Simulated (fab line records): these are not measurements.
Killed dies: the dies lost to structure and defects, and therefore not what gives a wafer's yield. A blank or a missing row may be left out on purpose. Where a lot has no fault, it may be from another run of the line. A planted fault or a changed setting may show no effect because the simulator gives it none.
Which tool did it?    flow nandHarc    6 lots with 17 wafers sampled at 3 steps, on a route of 1302 steps

WHAT THE GAUGES READ, wafer by wafer
NHARC_A_M0_CD_MEAS_09 targets a cd of 80 nm.
lot   measured      on        cdNm (nm)
L974  day 23 06:34  cdSem-03  81.4 79.9 80.3
L977  day 24 13:07  cdSem-02  79.4 79.4 80.6
L980  day 25 05:40  cdSem-03  79.7 79.3 80.1
L989  day 29 01:53  cdSem-03  77.2 77.8
L994  day 31 18:48  cdSem-02  79.6 80.8 79.5
L996  day 32 11:49  cdSem-02  79.9 79.7 79.3

TOOL THAT RAN EACH LOT (tool first, then ch and the chambers of the sampled wafers, then the start)
lot   NHARC_A_BLC_DESCUM_15              NHARC_A_M0_PEB_07
L974  rieDiel-07 ch 0,1,3, day 23 02:38  lithoTrack-01 ch 0, day 23 06:29
L977  rieDiel-06 ch 1,2, day 24 08:51    lithoTrack-06 ch 0, day 24 13:02
L980  rieDiel-07 ch 1,2, day 25 01:50    lithoTrack-01 ch 0, day 25 05:35
L989  rieDiel-07 ch 3, day 28 21:54      lithoTrack-06 ch 0, day 29 01:48
L994  rieDiel-07 ch 0,3, day 31 14:57    lithoTrack-04 ch 0, day 31 18:43
L996  rieDiel-03 ch 0,2, day 32 07:50    lithoTrack-04 ch 0, day 32 11:44
- NHARC_A_BLC_DESCUM_15: chemistry O2, time 3 s.
- NHARC_A_M0_PEB_07: peb time 65 s.

THE ANSWER, worked out from the rows above alone
Rule: usual is defined by the lots themselves. The widest of any qualifying gaps counts: lots, ordered by their means at a reading, are off when they make up no more than a third of the lots, leave a main group of 4 or more, and stand apart from it by 3 or more times the standard deviation of that group's means. Not used: any main group whose means are identical at the precision the tables above print for the reading. Also off: a lot with no number at a reading for which 4 or more lots have one. Where the step has rows for the other lots, those lots are counted as sound.
Off: L989, at NHARC_A_M0_CD_MEAS_09 (cdNm). For the main group the mean is 79.9 nm and the standard deviation 0.32.
If a tool, at a process step before that reading, ran all the lots that are off and no sound lot after the first of them, it fits. The gauges at NHARC_A_M0_CD_MEAS_09 are tried like those tools. 2 tools fit, lithoTrack-06 at NHARC_A_M0_PEB_07 and cdSem-03 at NHARC_A_M0_CD_MEAS_09, so this cannot tell which one it is.

WHAT THE SIMULATOR HAD INSERTED
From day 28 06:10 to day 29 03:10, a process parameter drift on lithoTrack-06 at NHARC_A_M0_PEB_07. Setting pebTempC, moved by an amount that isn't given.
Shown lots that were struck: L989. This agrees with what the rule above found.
